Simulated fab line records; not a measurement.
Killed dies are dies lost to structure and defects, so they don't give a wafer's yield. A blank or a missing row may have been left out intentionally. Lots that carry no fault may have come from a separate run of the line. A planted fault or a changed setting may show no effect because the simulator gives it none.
Which tool is to blame? | flow n5-finfet | 12 lots, 34 wafers sampled, at 2 steps of a route of 1938

WHAT EACH GAUGE READ, for each wafer
N5_SD_EPI_N_INSPECT_11: inspects for defects (macro). Usual: 1.9 for raw-defect-count, sd 1.5.
lot  | measured    | on                | raw-defect-count | flag
L283 | day 3 00:54 | defect-inspect-01 | 2 2 1            |
L284 | day 3 06:13 | defect-inspect-01 | 1 3 0            |
L285 | day 3 17:14 | defect-inspect-01 | 1 7 1            |
L286 | day 3 17:47 | defect-inspect-02 | 1 1 1            |
L287 | day 4 00:58 | defect-inspect-01 | 3 2 1            |
L288 | day 4 06:38 | defect-inspect-01 | 0 3              |
L289 | day 4 11:41 | defect-inspect-01 | 1 2 4            |
L294 | day 5 17:45 | defect-inspect-01 | 3 3              |
L295 | day 6 04:53 | defect-inspect-02 | 1 0 2            |
L297 | day 6 12:23 | defect-inspect-01 | 3 2 1            |
L299 | day 7 01:20 | defect-inspect-02 | 2 2 3            |
L306 | day 8 18:21 | defect-inspect-01 | 2 1 1            |

WHAT TOOL EACH LOT RAN ON (gives the tool, then ch and the chambers of the sampled wafers, and finally the start)
lot  | N5_DUMMY_GATE_STRIP_48
L283 | rie-diel-02 ch 0,2, day 2 23:36
L284 | rie-diel-03 ch 0,2,3, day 3 04:59
L285 | rie-diel-06 ch 1,3, day 3 16:05
L286 | rie-diel-02 ch 1,2, day 3 16:39
L287 | rie-diel-02 ch 1,2, day 3 23:46
L288 | rie-diel-03 ch 1,3, day 4 05:26
L289 | rie-diel-02 ch 1,2,3, day 4 10:26
L294 | rie-diel-06 ch 1,3, day 5 16:38
L295 | rie-diel-02 ch 1,2, day 6 03:14
L297 | rie-diel-02 ch 2,3, day 6 11:08
L299 | rie-diel-03 ch 1,2, day 7 00:02
L306 | rie-diel-03 ch 0,1,3, day 8 16:53
- N5_DUMMY_GATE_STRIP_48: strips in N2/H2, time 20 s.

WHAT THE TOOLS THEMSELVES READ (means of the sampled wafers that have a number; where no wafer has one, the mark that the record gives instead)
N5_DUMMY_GATE_STRIP_48. Usual: drypump-motor-current-A 5.88 A, standard deviation 0.26; oes-product-au 0.77 a.u., standard deviation 0.07; rf-vpp-V 45.3 V, standard deviation 0.85; showerhead-plenum-p-Torr 3.39 Torr, standard deviation 0.1; throttle-valve-pct 12.20 %, standard deviation 0.25.
lot  | tool        | drypump-motor-current-A (A) | oes-product-au (a.u.) | rf-vpp-V (V) | showerhead-plenum-p-Torr (Torr) | throttle-valve-pct (%) | flag
L283 | rie-diel-02 | 5.81                        | 0.75                  | 45.5         | 3.37                            | 12.16                  |
L284 | rie-diel-03 | 5.90                        | 0.79                  | 45.9         | 3.39                            | 12.13                  |
L285 | rie-diel-06 | 6.26                        | 0.87                  | 45.0         | 3.40                            | 11.90                  |
L286 | rie-diel-02 | 5.98                        | 0.85                  | 45.0         | 3.51                            | 11.84                  |
L287 | rie-diel-02 | 5.98                        | 0.86                  | 45.7         | 3.51                            | 11.85                  |
L288 | rie-diel-03 | 5.64                        | 0.72                  | 45.7         | 3.43                            | 12.32                  |
L289 | rie-diel-02 | 6.05                        | 0.78                  | 45.0         | 3.44                            | 12.12                  |
L294 | rie-diel-06 | 6.14                        | 0.80                  | 45.8         | 3.38                            | 12.07                  |
L295 | rie-diel-02 | 5.96                        | 0.79                  | 45.1         | 3.45                            | 12.02                  |
L297 | rie-diel-02 | 6.03                        | 0.73                  | 45.6         | 3.37                            | 12.28                  |
L299 | rie-diel-03 | 5.69                        | 0.75                  | 45.1         | 3.38                            | 12.43                  |
L306 | rie-diel-03 | 5.68                        | 0.72                  | 44.8         | 3.35                            | 12.34                  |

THE ANSWER, worked out from the rows above alone
Rule: a lot is off if the mean of its wafers that have a number lies more than 3 standard deviations from the usual mean. A lot without any number at a reading at which 4 lots or more have one is off too. Where the step has rows for the other lots, those lots are counted as sound. After the gauges, taken in route order, come the tools' own readings; for these a lot's mean is taken, as printed above. At the first step where some lot is off, the reading lying furthest off is the one used; lots without a number count as furthest.
Nothing can be told from this: no lot is off at any reading shown.

WHAT THE SIMULATOR HAD INSERTED
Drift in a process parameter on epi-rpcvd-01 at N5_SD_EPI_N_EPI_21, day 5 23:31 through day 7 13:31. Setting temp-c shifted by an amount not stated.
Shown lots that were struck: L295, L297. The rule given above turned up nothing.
